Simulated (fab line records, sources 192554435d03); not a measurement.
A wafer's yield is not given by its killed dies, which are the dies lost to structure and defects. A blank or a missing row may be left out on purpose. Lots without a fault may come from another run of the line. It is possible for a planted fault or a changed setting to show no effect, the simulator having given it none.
The tool behind it: which one? ; flow n5_finfet ; 24 lots with 72 wafers sampled at 6 steps, on a route of 1938 steps

## WHAT EACH GAUGE READ, for each wafer
N5_SD_EPI_N_INSPECT_26: inspects for defects (darkfield). Usual: raw_defect_count at 214, with a standard deviation of 40.
lot;measured;on;raw_defect_count;flag
L074;day 3 06:26;defect_inspect-01;216 201 254;
L075;day 3 13:55;defect_inspect-01;224 231 188;
L076;day 4 01:20;defect_inspect-02;199 193 215;
L077;day 4 05:32;defect_inspect-02;258 257 185;
L078;day 4 09:22;defect_inspect-01;172 213 202;
L079;day 4 13:23;defect_inspect-02;163 300 238;
L080;day 4 18:50;defect_inspect-01;219 225 210;
L081;day 5 01:10;defect_inspect-02;204 201 241;
L082;day 5 03:35;defect_inspect-02;179 204 195;
L083;day 5 13:16;defect_inspect-01;230 173 236;
L084;day 5 20:06;defect_inspect-01;193 198 184;
L085;day 6 02:40;defect_inspect-01;187 266 237;
L086;day 6 08:02;defect_inspect-01;182 255 221;
L087;day 6 11:12;defect_inspect-02;197 261 196;
L088;day 6 18:02;defect_inspect-01;182 171 197;
L089;day 6 23:40;defect_inspect-01;192 191 160;
L090;day 7 05:50;defect_inspect-02;266 269 216;
L091;day 7 11:49;defect_inspect-01;193 202 192;
L092;day 7 18:19;defect_inspect-02;317 232 208;
L093;day 7 22:40;defect_inspect-02;217 176 133;
L094;day 8 08:17;defect_inspect-02;169 193 288;
L095;day 8 11:30;defect_inspect-01;283 218 300;
L096;day 8 18:43;defect_inspect-02;310 215 316;
L097;day 9 01:29;defect_inspect-01;192 238 194;

## TOOL THAT RAN EACH LOT (tool first, then ch and the chambers of the sampled wafers, then the start)
lot;N5_DUMMY_GATE_ALD_02;N5_DUMMY_GATE_TRIM_49;N5_DUMMY_GATE_ETCH_23;N5_SD_EPI_N_ETCH_35;N5_SD_EPI_N_STRIP_38
L074;ald_sin-01 ch 0,1,2, day 2 14:20;rie_si-05 ch 2,3, day 2 23:18;rie_si-05 ch 0,3, day 2 23:47;rie_diel-06 ch 0,2,3, day 3 01:50;plasma_asher-02 ch 0,1, day 3 02:32
L075;ald_sin-04 ch 0,2, day 2 20:12;rie_si-06 ch 0,2,3, day 3 07:03;rie_si-04 ch 0,1,2, day 3 07:34;rie_diel-06 ch 2,3, day 3 09:19;plasma_asher-01 ch 0,1, day 3 10:00
L076;ald_sin-04 ch 2,3, day 3 02:35;rie_si-05 ch 0,1,2, day 3 19:22;rie_si-06 ch 0,1,3, day 3 19:50;rie_diel-02 ch 1,2, day 3 21:28;plasma_asher-01 ch 0,1, day 3 22:10
L077;ald_sin-02 ch 0,1,3, day 3 09:32;rie_si-04 ch 0,3, day 3 23:25;rie_si-06 ch 1,2,3, day 4 00:08;rie_diel-06 ch 0,1,2, day 4 01:40;plasma_asher-01 ch 0,1, day 4 02:21
L078;ald_sin-04 ch 2,3, day 3 14:49;rie_si-04 ch 0,2, day 4 03:20;rie_si-06 ch 1,3, day 4 03:48;rie_diel-06 ch 1,2, day 4 05:28;plasma_asher-02 ch 0, day 4 06:10
L079;ald_sin-04 ch 0,3, day 3 19:24;rie_si-06 ch 1,2, day 4 06:26;rie_si-05 ch 0,1, day 4 07:01;rie_diel-06 ch 0,1,2, day 4 08:43;plasma_asher-01 ch 0,1, day 4 09:25
L080;ald_sin-01 ch 0,2,3, day 4 01:56;rie_si-05 ch 1,2,3, day 4 11:07;rie_si-04 ch 0,2,3, day 4 11:44;rie_diel-02 ch 1,2,3, day 4 14:33;plasma_asher-02 ch 1, day 4 15:14
L081;ald_sin-04 ch 1,2,3, day 4 08:02;rie_si-05 ch 0,1,3, day 4 16:55;rie_si-06 ch 0,1,3, day 4 17:23;rie_diel-02 ch 0,2,3, day 4 19:56;plasma_asher-01 ch 0,1, day 4 20:40
L082;ald_sin-04 ch 0,2,3, day 4 12:53;rie_si-04 ch 0,3, day 4 21:45;rie_si-05 ch 1,2,3, day 4 22:14;rie_diel-06 ch 0,2, day 4 23:44;plasma_asher-02 ch 0,1, day 5 00:26
L083;ald_sin-04 ch 0,1,2, day 4 22:08;rie_si-06 ch 1,2,3, day 5 07:00;rie_si-04 ch 2,3, day 5 07:28;rie_diel-04 ch 0,1,2, day 5 09:25;plasma_asher-02 ch 0,1, day 5 10:07
L084;ald_sin-02 ch 0,2, day 5 02:41;rie_si-04 ch 0,2,3, day 5 13:23;rie_si-05 ch 0,2,3, day 5 13:51;rie_diel-04 ch 1,3, day 5 15:29;plasma_asher-02 ch 0,1, day 5 16:12
L085;ald_sin-02 ch 0,3, day 5 10:21;rie_si-06 ch 1,2,3, day 5 19:05;rie_si-05 ch 1,3, day 5 19:34;rie_diel-04 ch 1,2,3, day 5 21:30;plasma_asher-01 ch 0,1, day 5 22:12
L086;ald_sin-04 ch 0,1,3, day 5 13:47;rie_si-04 ch 2,3, day 6 00:29;rie_si-05 ch 0,1,2, day 6 01:00;rie_diel-06 ch 1,2, day 6 03:45;plasma_asher-02 ch 0,1, day 6 04:26
L087;ald_sin-04 ch 0,3, day 5 19:14;rie_si-04 ch 0,2,3, day 6 04:06;rie_si-05 ch 0,2,3, day 6 04:43;rie_diel-02 ch 2,3, day 6 06:42;plasma_asher-01 ch 0,1, day 6 07:23
L088;ald_sin-02 ch 0,2, day 6 02:41;rie_si-04 ch 0,3, day 6 11:37;rie_si-06 ch 0,1,2, day 6 12:10;rie_diel-04 ch 0,1, day 6 13:50;plasma_asher-01 ch 1, day 6 14:31
L089;ald_sin-04 ch 0,3, day 6 07:43;rie_si-06 ch 1,3, day 6 17:00;rie_si-04 ch 1,2,3, day 6 17:40;rie_diel-04 ch 0,2,3, day 6 19:18;plasma_asher-01 ch 1, day 6 19:59
L090;ald_sin-01 ch 0,1,3, day 6 14:37;rie_si-05 ch 1,2, day 6 23:31;rie_si-04 ch 1,3, day 7 00:01;rie_diel-04 ch 1,2, day 7 01:46;plasma_asher-01 ch 0,1, day 7 02:28
L091;ald_sin-02 ch 0,1,3, day 6 20:10;rie_si-04 ch 0,1,2, day 7 05:02;rie_si-06 ch 2,3, day 7 05:31;rie_diel-04 ch 1,3, day 7 07:41;plasma_asher-02 ch 0,1, day 7 08:23
L092;ald_sin-04 ch 0,1,2, day 7 03:28;rie_si-05 ch 0,2, day 7 12:13;rie_si-06 ch 0,3, day 7 12:46;rie_diel-04 ch 0,3, day 7 14:25;plasma_asher-02 ch 0,1, day 7 15:07
L093;ald_sin-01 ch 0,2,3, day 7 07:07;rie_si-06 ch 0,2, day 7 16:16;rie_si-04 ch 0,1,2, day 7 16:45;rie_diel-06 ch 1,2, day 7 18:44;plasma_asher-01 ch 0,1, day 7 19:26
L094;ald_sin-04 ch 1,2, day 7 14:13;rie_si-05 ch 0,3, day 8 01:26;rie_si-06 ch 2,3, day 8 01:55;rie_diel-06 ch 0,1, day 8 04:19;plasma_asher-02 ch 0,1, day 8 05:01
L095;ald_sin-04 ch 2,3, day 7 19:34;rie_si-05 ch 1,2,3, day 8 04:26;rie_si-06 ch 2,3, day 8 04:55;rie_diel-04 ch 2,3, day 8 07:38;plasma_asher-01 ch 0,1, day 8 08:20
L096;ald_sin-01 ch 0,1,2, day 8 00:49;rie_si-05 ch 0,1,3, day 8 11:38;rie_si-04 ch 0,1,2, day 8 12:16;rie_diel-06 ch 0,1,2, day 8 15:00;plasma_asher-01 ch 0,1, day 8 15:34
L097;ald_sin-02 ch 0,3, day 8 08:26;rie_si-05 ch 1,2,3, day 8 19:14;rie_si-04 ch 2,3, day 8 19:53;rie_diel-02 ch 0,2, day 8 21:35;plasma_asher-02 ch 0,1, day 8 22:17
- N5_DUMMY_GATE_ALD_02: deposits SiO2, target thk 2 nm, pulse time 1 s.
- N5_DUMMY_GATE_TRIM_49: chemistry O2, time 29 s, target cd 14 nm.
- N5_DUMMY_GATE_ETCH_23: etches poly-Si in HBr/Cl2/O2, target depth 41 nm, time 22.3 s.
- N5_SD_EPI_N_ETCH_35: etches SOC in N2/H2, overetch 108 nm, time 486 s.
- N5_SD_EPI_N_STRIP_38: strips in N2/H2.

## WHAT THE TOOLS THEMSELVES READ (means of the sampled wafers that have a number; where no wafer has one, the mark that the record gives instead)
N5_DUMMY_GATE_ALD_02. Usual: heater_power_outer_w 263 W, standard deviation 32; heater_power_w 470 W, standard deviation 46; precursor_pulse_height_rel 1.001, standard deviation 0.022.
lot;tool;heater_power_outer_w (W);heater_power_w (W);precursor_pulse_height_rel;flag
L074;ald_sin-01;278;480;1.001;
L075;ald_sin-04;245;438;0.998;
L076;ald_sin-04;307;529;1.010;
L077;ald_sin-02;248;443;1.005;
L078;ald_sin-04;303;530;0.987;
L079;ald_sin-04;298;519;0.991;
L080;ald_sin-01;275;479;1.014;
L081;ald_sin-04;272;477;0.986;
L082;ald_sin-04;273;489;0.995;
L083;ald_sin-04;245;435;1.016;
L084;ald_sin-02;266;478;1.009;
L085;ald_sin-02;255;452;1.009;
L086;ald_sin-04;265;472;0.986;
L087;ald_sin-04;266;472;1.013;
L088;ald_sin-02;273;501;1.012;
L089;ald_sin-04;298;520;1.035;
L090;ald_sin-01;267;469;1.018;
L091;ald_sin-02;243;444;1.007;
L092;ald_sin-04;246;445;0.993;
L093;ald_sin-01;266;471;1.017;
L094;ald_sin-04;242;444;1.025;
L095;ald_sin-04;284;502;0.995;
L096;ald_sin-01;266;467;0.990;
L097;ald_sin-02;250;457;0.987;

N5_DUMMY_GATE_TRIM_49. Usual: drypump_motor_current_A 5.9 A, standard deviation 0.37; he_backside_leak_sccm 2.8 sccm, standard deviation 0.34; oes_product_au 0.994 a.u., standard deviation 0.021; throttle_valve_pct 8.14 %, standard deviation 0.096.
lot;tool;drypump_motor_current_A (A);he_backside_leak_sccm (sccm);oes_product_au (a.u.);throttle_valve_pct (%);flag
L074;rie_si-05;6.0;2.9;0.971;8.25;
L075;rie_si-06;5.9;2.7;0.990;8.10;
L076;rie_si-05;5.9;2.9;0.985;8.08;
L077;rie_si-04;5.6;2.5;0.998;8.22;
L078;rie_si-04;5.8;2.7;0.978;8.22;
L079;rie_si-06;6.1;2.6;0.998;8.09;
L080;rie_si-05;6.1;3.6;0.978;8.18;
L081;rie_si-05;5.8;2.6;0.977;8.12;
L082;rie_si-04;5.6;2.5;1.009;8.18;
L083;rie_si-06;6.2;2.7;0.996;8.13;
L084;rie_si-04;5.7;2.6;1.001;8.19;
L085;rie_si-06;6.2;2.7;0.996;8.13;
L086;rie_si-04;5.8;2.7;0.995;8.19;
L087;rie_si-04;5.7;2.6;1.001;8.20;
L088;rie_si-04;5.6;2.7;1.012;8.18;
L089;rie_si-06;6.2;2.7;1.006;8.18;
L090;rie_si-05;6.2;3.0;0.990;8.10;
L091;rie_si-04;5.8;2.8;0.999;8.16;
L092;rie_si-05;5.6;2.8;0.999;8.06;
L093;rie_si-06;5.5;2.7;1.022;8.08;
L094;rie_si-05;5.5;2.6;0.978;8.09;
L095;rie_si-05;6.1;2.9;0.972;8.18;
L096;rie_si-05;5.7;2.7;0.978;8.10;
L097;rie_si-05;6.1;3.1;0.984;8.18;

N5_DUMMY_GATE_ETCH_23. Usual: drypump_motor_current_A 5.9 A, standard deviation 0.36; he_backside_leak_sccm 2.7 sccm, standard deviation 0.36; oes_product_au 1.003 a.u., standard deviation 0.019; throttle_valve_pct 37.0 %, standard deviation 0.38.
lot;tool;drypump_motor_current_A (A);he_backside_leak_sccm (sccm);oes_product_au (a.u.);throttle_valve_pct (%);flag
L074;rie_si-05;5.6;2.5;0.973;37.8;
L075;rie_si-04;5.8;2.6;0.994;37.1;
L076;rie_si-06;5.9;2.9;1.019;37.1;
L077;rie_si-06;6.2;3.6;1.016;36.8;
L078;rie_si-06;6.2;2.9;1.029;37.0;
L079;rie_si-05;5.9;2.7;0.996;37.2;
L080;rie_si-04;5.7;2.6;1.004;37.1;
L081;rie_si-06;5.9;2.8;1.022;37.1;
L082;rie_si-05;6.2;3.0;0.989;37.4;
L083;rie_si-04;5.8;2.7;0.998;36.8;
L084;rie_si-05;5.8;2.8;0.985;37.5;
L085;rie_si-05;6.0;2.8;0.979;37.4;
L086;rie_si-05;5.9;2.9;1.003;37.2;
L087;rie_si-05;5.8;2.8;0.989;37.5;
L088;rie_si-06;5.9;2.7;1.029;36.9;
L089;rie_si-04;5.8;2.7;1.009;36.9;
L090;rie_si-04;5.8;2.9;1.005;36.9;
L091;rie_si-06;6.2;2.4;0.993;36.5;
L092;rie_si-06;5.6;2.8;1.017;37.2;
L093;rie_si-04;5.8;2.8;0.999;37.1;
L094;rie_si-06;6.2;2.5;0.992;36.7;
L095;rie_si-06;6.2;2.5;0.987;36.5;
L096;rie_si-04;5.8;2.8;1.001;37.1;
L097;rie_si-04;5.8;2.6;1.007;36.9;

N5_SD_EPI_N_ETCH_35. Usual: drypump_motor_current_A 5.9 A, standard deviation 0.46; oes_product_au 0.70 a.u., standard deviation 0.065; rf_vpp_V 240.8 V, standard deviation 1.3; showerhead_plenum_p_Torr 2.55 Torr, standard deviation 0.096; throttle_valve_pct 23.8 %, standard deviation 0.33.
lot;tool;drypump_motor_current_A (A);oes_product_au (a.u.);rf_vpp_V (V);showerhead_plenum_p_Torr (Torr);throttle_valve_pct (%);flag
L074;rie_diel-06;5.9;0.71;241.8;2.59;24.1;
L075;rie_diel-06;5.9;0.70;242.0;2.62;24.2;
L076;rie_diel-02;6.1;0.69;240.7;2.53;23.4;
L077;rie_diel-06;5.7;0.73;241.0;2.53;23.8;
L078;rie_diel-06;5.5;0.74;240.0;2.50;23.8;
L079;rie_diel-06;5.7;0.72;240.0;2.53;23.9;
L080;rie_diel-02;6.3;0.68;240.1;2.52;23.7;
L081;rie_diel-02;6.2;0.65;239.7;2.47;23.6;
L082;rie_diel-06;5.9;0.70;240.7;2.57;24.0;
L083;rie_diel-04;5.9;0.75;241.7;2.67;23.9;
L084;rie_diel-04;5.8;0.63;239.5;2.48;23.4;
L085;rie_diel-04;5.9;0.68;241.2;2.57;23.6;
L086;rie_diel-06;5.2;0.70;240.7;2.51;24.0;
L087;rie_diel-02;6.5;0.63;241.4;2.49;23.9;
L088;rie_diel-04;5.9;0.76;242.0;2.68;24.1;
L089;rie_diel-04;5.9;0.73;241.2;2.60;23.8;
L090;rie_diel-04;6.0;0.72;241.4;2.65;23.8;
L091;rie_diel-04;5.8;0.63;240.9;2.53;23.6;
L092;rie_diel-04;5.8;0.68;240.8;2.50;23.7;
L093;rie_diel-06;5.2;0.68;240.1;2.51;24.1;
L094;rie_diel-06;6.2;0.70;240.5;2.53;23.8;
L095;rie_diel-04;5.9;0.70;241.3;2.58;23.7;
L096;rie_diel-06;5.7;0.68;239.9;2.51;23.9;
L097;rie_diel-02;5.8;0.64;240.2;2.43;23.5;

N5_SD_EPI_N_STRIP_38. Usual: drypump_motor_current_A 5.7 A, standard deviation 0.41; heater_power_w 358 W, standard deviation 24; oes_product_au 0.761 a.u., standard deviation 0.012.
lot;tool;drypump_motor_current_A (A);heater_power_w (W);oes_product_au (a.u.);flag
L074;plasma_asher-02;5.6;329;0.763;
L075;plasma_asher-01;5.8;365;0.759;
L076;plasma_asher-01;5.8;365;0.776;
L077;plasma_asher-01;6.0;379;0.766;
L078;plasma_asher-02;5.1;365;0.757;
L079;plasma_asher-01;5.7;372;0.753;
L080;plasma_asher-02;5.8;316;0.766;
L081;plasma_asher-01;5.7;364;0.752;
L082;plasma_asher-02;5.4;348;0.764;
L083;plasma_asher-02;5.4;347;0.754;
L084;plasma_asher-02;5.4;347;0.764;
L085;plasma_asher-01;6.0;376;0.760;
L086;plasma_asher-02;5.6;335;0.760;
L087;plasma_asher-01;5.8;371;0.755;
L088;plasma_asher-01;6.3;388;0.776;
L089;plasma_asher-01;6.2;383;0.758;
L090;plasma_asher-01;5.7;372;0.766;
L091;plasma_asher-02;5.4;350;0.755;
L092;plasma_asher-02;5.6;334;0.774;
L093;plasma_asher-01;5.7;369;0.753;
L094;plasma_asher-02;5.3;351;0.772;
L095;plasma_asher-01;6.0;374;0.769;
L096;plasma_asher-01;5.8;367;0.759;
L097;plasma_asher-02;5.3;349;0.764;

## THE ANSWER, worked out from the rows above alone
Rule: lot off if the mean of its wafers having a number is beyond 3 standard deviations from the usual mean. A lot without any number at a reading at which 4 lots or more have one is off too. The other lots that the step has rows for count as sound. First the gauges in route order, then the tools' own readings, where a lot's mean is used as printed above. The first step at which some lot is off is used, and at that step the reading that is off furthest; a lot without a number counts as furthest.
No lot is off at any reading shown: from this, nothing can be told.

## WHAT THE SIMULATOR PUT IN
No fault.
